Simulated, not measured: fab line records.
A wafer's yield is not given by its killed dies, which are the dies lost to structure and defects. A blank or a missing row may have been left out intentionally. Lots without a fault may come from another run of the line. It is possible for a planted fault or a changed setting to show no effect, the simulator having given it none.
fab line records	flow n5Finfet
record lots=10	wafers=30	lastDay=19
route steps=1938 shown START@1 ZERO_LAYER@15 WELL_APT@25 BEOL_M4@1111
lots that met no fault: from a run of the same line without faults
startH: hours from the record's opening day to when the first of the lot's shown wafers began	waitH: hours since the lot's step before	" same as the row above	L1.1+2: a single row standing in for several wafers	- value missing, or start not given	* or withheld: withheld	< > ~ a bound
route shown NAME@n: a module of which the file shows steps, and the number in the route of the first	usual: average and standard deviation across the fault-free wafers	same: alike in all rows	chamber/n: place in a boat	sites: readings site by site	_std_site: their standard deviation	_edge_site: inner sites' mean taken away from outer sites' mean	radiusMm: for every site, how far away it sits from the centre of the wafer	mask NAME#n: copy n	behind: the tool/chamber that last shaped the wafer	hold: the reason the lot was held/the length of the hold in hours/how it ended	device: names the non-switching transistor (n, p or np)	end of line: the route-end tests of the same wafers	a step without rows: its recipe alone	killed: the dies lost at the first sort to structure and to defects; this is not the yield of the wafer	map: per-die view of a wafer (x killed, . not killed, _ where there is no die)
set.NAME: the setting that was run; set.NAME@STEP: the one run at that earlier step	model.NAME: the simulator's own value behind a step, which no gauge read
steps of the route over a sample of lots; a table a step, a row a wafer
services: the hour from which a tool's chamber was out of use, counted from the record's first day as startH (under 0 if before that day), plus the number of hours and why
## steps
# step N5_START_INSPECT_01
# recipe inspectInstrument=unpatternedScan	mode=incoming
# usual rawDefectCount=6.0/2.7
lot.wafer	tool	chamber	startH	waitH	rawDefectCount
L119.1	defectInspect-01	-	36.03	-	8
L119.3	"	-	"	"	5
L119.5	"	-	"	"	7
L120.3	defectInspect-01	-	42.03	-	8
L120.4	"	-	"	"	7
L120.6	"	-	"	"	6
L121.1	defectInspect-01	-	48.03	-	10
L121.3	"	-	"	"	9
L121.4	"	-	"	"	7
L132.1	defectInspect-01	-	114.03	-	9
L132.2	"	-	"	"	7
L132.4	"	-	"	"	5
L133.1	defectInspect-01	-	120.03	-	2
L133.2	"	-	"	"	4
L133.6	"	-	"	"	2
L134.1	defectInspect-02	-	126.03	-	7
L134.3	"	-	"	"	8
L134.6	"	-	"	"	9
L135.1	defectInspect-02	-	132.03	-	4
L135.3	"	-	"	"	10
L135.4	"	-	"	"	8
L136.1	defectInspect-02	-	138.03	-	7
L136.2	"	-	"	"	7
L136.5	"	-	"	"	3
L137.1	defectInspect-01	-	144.03	-	4
L137.5	"	-	"	"	5
L137.6	"	-	"	"	5
L138.2	defectInspect-02	-	150.03	-	5
L138.5	"	-	"	"	7
L138.6	"	-	"	"	3
# step N5_ZERO_LAYER_ETCH_17
# recipe chemistry=CF4	target=SiO2	targetDepthA=120	timeS=13.3	ionEnergyEv=350	pressureMtorr=40	sourceW=450	biasW=215	Ar_flow_sccm=100	cf4FlowSccm=100
# usual drypumpMotorCurrentA=5.9/0.41	oesProductAu=0.80/0.076	rfVppV=951/3.6	showerheadPlenumPTorr=2.17/0.056	throttleValvePct=15.62/0.15
lot.wafer	tool	chamber	startH	waitH	drypumpMotorCurrentA	oesProductAu	rfHoursCounterH	rfVppV	showerheadPlenumPTorr	throttleValvePct
L119.1	rieDiel-05	0	36.72	0.0	5.2	0.85	44	950	2.18	15.73
L119.3	"	1	"	"	5.8	0.77	125	955	2.24	15.66
L119.5	"	2	"	"	5.7	0.77	-	954	2.22	15.81
L120.3	rieDiel-04	3	42.88	0.0	6.5	0.74	137	949	2.15	15.56
L120.4	"	1	"	"	6.1	0.79	102	949	2.16	15.75
L120.6	"	2	"	"	6.5	0.75	-	948	2.14	15.54
L121.1	rieDiel-03	0	48.76	0.0	6.3	0.77	158	950	2.14	15.65
L121.3	"	3	"	"	5.6	0.73	161	949	2.13	15.71
L121.4	"	1	"	"	6.0	0.69	246	949	2.11	15.85
L132.1	rieDiel-03	0	114.72	0.0	6.3	0.75	183	946	2.13	15.68
L132.2	"	1	"	"	6.0	0.93	15	947	2.10	15.40
L132.4	"	1	"	"	6.0	0.94	-	945	2.10	15.40
L133.1	rieDiel-03	1	120.76	0.0	6.0	0.92	17	948	2.10	15.40
L133.2	"	3	"	"	5.6	0.71	188	948	2.12	15.74
L133.6	"	3	"	"	5.6	0.71	-	947	2.12	15.75
L134.1	rieDiel-03	0	127.09	0.0	6.4	0.75	187	948	2.13	15.70
L134.3	"	3	"	"	5.6	0.71	191	947	2.12	15.76
L134.6	"	3	"	"	5.6	0.71	-	948	2.12	15.76
L135.1	rieDiel-04	1	133.03	0.0	6.2	0.77	130	948	2.15	15.79
L135.3	"	3	"	"	6.5	0.71	161	947	2.14	15.60
L135.4	"	0	"	"	5.4	0.88	47	957	2.26	15.40
L136.1	rieDiel-04	1	138.86	0.0	6.2	0.76	132	949	2.15	15.78
L136.2	"	2	"	"	6.5	0.74	192	947	2.13	15.60
L136.5	"	3	"	"	6.5	0.71	-	947	2.14	15.59
L137.1	rieDiel-03	1	145.08	0.0	6.1	0.90	26	946	2.10	15.42
L137.5	"	0	"	"	6.4	0.74	-	948	2.12	15.70
L137.6	"	3	"	"	5.6	0.70	-	947	2.12	15.76
L138.2	rieDiel-03	1	150.78	0.0	6.0	0.90	28	947	2.10	15.43
L138.5	"	0	"	"	6.3	0.74	-	948	2.12	15.72
L138.6	"	3	"	"	5.6	0.71	-	948	2.12	15.77
# step N5_WELL_APT_PEB_06
# recipe pebTempC=130	pebTimeS=90
# usual heaterPowerTotalW=172.4/0.85
lot.wafer	tool	chamber	startH	waitH	heaterPowerTotalW
L119.1	lithoTrack-05	0	37.70	0.1	173.6
L119.3	"	0	"	"	173.6
L119.5	"	0	"	"	171.1
L120.3	lithoTrack-05	0	43.61	0.0	183.5
L120.4	"	0	"	"	183.7
L120.6	"	0	"	"	170.9
L121.1	lithoTrack-05	0	49.49	0.1	173.4
L121.3	"	0	"	"	184.4
L121.4	"	0	"	"	183.9
L132.1	lithoTrack-02	0	115.57	0.1	171.4
L132.2	"	0	"	"	173.0
L132.4	"	0	"	"	171.9
L133.1	lithoTrack-01	0	121.62	0.1	172.0
L133.2	"	0	"	"	172.1
L133.6	"	0	"	"	171.5
L134.1	lithoTrack-05	0	127.94	0.1	171.5
L134.3	"	0	"	"	173.0
L134.6	"	0	"	"	171.7
L135.1	lithoTrack-05	0	133.75	0.1	173.1
L135.3	"	0	"	"	173.7
L135.4	"	0	"	"	172.4
L136.1	lithoTrack-02	0	139.58	0.1	171.7
L136.2	"	0	"	"	172.0
L136.5	"	0	"	"	171.2
L137.1	lithoTrack-02	0	145.82	0.1	171.9
L137.5	"	0	"	"	172.8
L137.6	"	0	"	"	172.8
L138.2	lithoTrack-05	0	151.50	0.0	170.7
L138.5	"	0	"	"	171.3
L138.6	"	0	"	"	172.4
# step N5_WELL_APT_CD_MEAS_08
# recipe targetCdNm=200	landingEnergyEv=500	detector=seInlens
# usual cdNm=199.9/1.2
lot.wafer	tool	chamber	startH	waitH	cdNm
L119.1	cdSem-03	0	37.81	-	201.0
L119.3	"	0	"	"	200.5
L119.5	"	0	"	"	200.8
L120.3	cdSem-03	0	43.72	-	196.4
L120.4	"	0	"	"	194.6
L120.6	"	0	"	"	200.6
L121.1	cdSem-01	0	49.60	-	200.9
L121.3	"	0	"	"	197.5
L121.4	"	0	"	"	197.7
L132.1	cdSem-01	0	115.68	-	200.0
L132.2	"	0	"	"	201.1
L132.4	"	0	"	"	200.6
L133.1	cdSem-03	0	121.73	-	197.3
L133.2	"	0	"	"	200.0
L133.6	"	0	"	"	197.8
L134.1	cdSem-02	0	128.06	-	198.8
L134.3	"	0	"	"	199.6
L134.6	"	0	"	"	199.2
L135.1	cdSem-02	0	133.87	-	200.5
L135.3	"	0	"	"	200.6
L135.4	"	0	"	"	199.7
L136.1	cdSem-01	0	139.70	-	200.2
L136.2	"	0	"	"	200.2
L136.5	"	0	"	"	200.3
L137.1	cdSem-02	0	145.94	-	200.1
L137.5	"	0	"	"	200.0
L137.6	"	0	"	"	200.0
L138.2	cdSem-01	0	151.62	-	200.3
L138.5	"	0	"	"	200.4
L138.6	"	0	"	"	199.6
# step N5_WELL_APT_INSPECT_10
# recipe mode=adi	inspectInstrument=macro
# usual rawDefectCount=2.0/1.3
lot.wafer	tool	chamber	startH	waitH	rawDefectCount
L119.1	defectInspect-02	-	37.86	0.0	4
L119.3	"	-	"	"	1
L119.5	"	-	"	"	4
L120.3	defectInspect-02	-	43.77	0.0	1
L120.4	"	-	"	"	3
L120.6	"	-	"	"	3
L121.1	defectInspect-02	-	49.65	0.0	2
L121.3	"	-	"	"	1
L121.4	"	-	"	"	4
L132.1	defectInspect-01	-	115.74	0.0	4
L132.2	"	-	"	"	1
L132.4	"	-	"	"	3
L133.1	defectInspect-01	-	121.79	0.0	1
L133.2	"	-	"	"	2
L133.6	"	-	"	"	1
L134.1	defectInspect-01	-	128.11	0.0	4
L134.3	"	-	"	"	1
L134.6	"	-	"	"	1
L135.1	defectInspect-02	-	133.92	0.0	1
L135.3	"	-	"	"	1
L135.4	"	-	"	"	1
L136.1	defectInspect-02	-	139.75	0.0	3
L136.2	"	-	"	"	4
L136.5	"	-	"	"	4
L137.1	defectInspect-01	-	145.99	0.0	4
L137.5	"	-	"	"	3
L137.6	"	-	"	"	3
L138.2	defectInspect-02	-	151.67	0.0	4
L138.5	"	-	"	"	1
L138.6	"	-	"	"	2
# step N5_BEOL_M4_RC_MEAS_101
# usual DIBL_N=36.1/1.3	DIBL_P=36.1/1.7	IOFF_N=0.154/0.022	IOFF_P=0.201/0.024	ION_N=675/8.9	ION_P=462/5.9	SS_N=71.5/0.49	SS_P=73.3/0.58	VT_N=250.0/2.7	VT_P=-251.3/2.7
lot.wafer	tool	chamber	startH	waitH	DIBL_N[mV/V]	DIBL_P[mV/V]	IOFF_N[nA/um]	IOFF_P[nA/um]	ION_N[uA/um]	ION_P[uA/um]	SS_N[mV/dec]	SS_P[mV/dec]	VT_N[mV]	VT_P[mV]
L119.1	prober-01	0	187.55	0.0	36.1	37.1	0.179	0.224	685	463	71.1	73.4	247.2	-246.5
L119.3	"	0	"	"	35.2	35.6	0.158	0.199	682	461	71.2	73.2	248.8	-250.6
L119.5	"	0	"	"	34.5	35.4	0.144	0.200	669	465	71.1	73.5	252.7	-250.5
L120.3	prober-01	0	193.75	0.3	35.5	35.7	0.139	0.213	673	460	72.1	73.3	251.8	-249.5
L120.4	"	0	"	"	35.4	34.5	0.133	0.200	656	459	71.7	72.9	253.1	-248.3
L120.6	"	0	"	"	35.1	34.4	0.133	0.200	663	461	71.3	72.8	249.9	-248.9
L121.1	prober-01	0	199.47	0.0	35.3	36.2	0.149	0.205	684	467	71.1	72.6	248.5	-249.8
L121.3	"	0	"	"	35.0	35.3	0.136	0.181	676	468	70.5	72.9	251.2	-249.1
L121.4	"	0	"	"	35.2	35.5	0.145	0.195	682	468	70.8	73.2	248.5	-248.5
L133.1	prober-02	0	284.72	0.0	36.0	36.7	0.141	0.183	668	455	70.9	73.6	250.3	-252.3
L133.2	"	0	"	"	36.6	36.9	0.141	0.189	667	456	71.6	73.5	252.9	-256.0
L133.6	"	0	"	"	34.9	35.4	0.122	0.162	659	453	70.7	72.5	253.9	-256.0
L132.1	prober-02	0	287.81	0.0	36.5	37.5	0.156	0.221	674	468	71.2	73.8	251.3	-248.6
L132.2	"	0	"	"	36.1	37.5	0.160	0.216	676	470	72.1	72.7	251.1	-247.2
L132.4	"	0	"	"	35.8	37.1	0.146	0.205	665	464	72.0	72.9	253.0	-247.0
L134.1	prober-01	0	289.51	0.0	35.4	35.5	0.150	0.197	676	465	71.8	72.6	249.4	-252.2
L134.3	"	0	"	"	34.2	33.2	0.120	0.163	666	456	71.3	72.9	252.3	-252.5
L134.6	"	0	"	"	36.5	36.5	0.167	0.208	680	468	72.3	73.0	248.5	-249.7
L135.1	prober-02	0	293.24	0.0	38.8	38.7	0.206	0.234	693	465	72.0	74.5	246.4	-251.8
L135.3	"	0	"	"	38.5	38.0	0.195	0.228	696	471	71.5	74.8	247.9	-251.2
L135.4	"	0	"	"	36.1	35.9	0.144	0.182	675	458	71.0	73.2	250.5	-255.0
L136.1	prober-01	0	293.85	0.0	36.3	37.0	0.169	0.199	683	464	71.6	73.0	247.2	-252.2
L136.2	"	0	"	"	36.2	36.7	0.165	0.196	672	453	71.1	73.2	248.2	-250.7
L136.5	"	0	"	"	37.9	38.0	0.194	0.216	690	465	71.3	73.8	245.6	-248.9
L137.1	prober-02	0	319.48	0.0	38.7	39.5	0.196	0.268	696	478	72.4	73.9	244.5	-245.7
L137.5	"	0	"	"	37.4	38.0	0.174	0.247	681	470	72.2	73.6	245.3	-248.8
L137.6	"	0	"	"	36.1	36.4	0.147	0.211	670	464	71.9	73.0	251.1	-247.4
L138.2	prober-01	0	322.61	0.2	35.0	35.5	0.129	0.156	667	456	71.1	73.3	251.5	-255.6
L138.5	"	0	"	"	35.0	36.1	0.136	0.168	678	460	71.8	72.9	249.9	-253.4
L138.6	"	0	"	"	35.9	36.4	0.141	0.169	677	462	72.3	73.3	250.5	-256.6
## services
tool	chamber	startH	hours	kind
rieDiel-03	1	60.76	-	clean
rieDiel-03	1	60.76	-	consumableReplace:focusRing
rieDiel-03	1	60.76	13.9	scheduledDown
rieDiel-03	1	60.76	13.9	ventCycle
rieDiel-03	2	79.31	3.5	repair
rieDiel-03	-	87.04	0.8	repair
rieDiel-04	3	95.97	9.2	repair
rieDiel-03	2	97.05	64.8	repair
rieDiel-05	-	140.08	0.4	repair
## key
firstSign step=N5_WELL_APT_PEB_06	reading=heaterPowerTotalW	direction=up	sigmas=13	usual=*	struck=*
effect step=N5_WELL_APT_CD_MEAS_08	reading=cdNm	direction=down	sigmas=2.9	usual=199.9	struck=196.6
metAt N5_WELL_APT_PEB_06
struckLots L120,L121
struckWafers L120.3,L120.4,L121.3,L121.4
notActingAt N5_START_INSPECT_01,N5_ZERO_LAYER_ETCH_17,N5_WELL_APT_INSPECT_10
onsetBetween 37.70 43.61
fault kind=processParameterDrift	tool=lithoTrack-05	chamber=-	onsetH=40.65	steps=N5_WELL_APT_PEB_06	channel=pebTimeS	offset=*	shape=step	endH=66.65	scope=struckWafersOnly	actsIn=*	stated=*
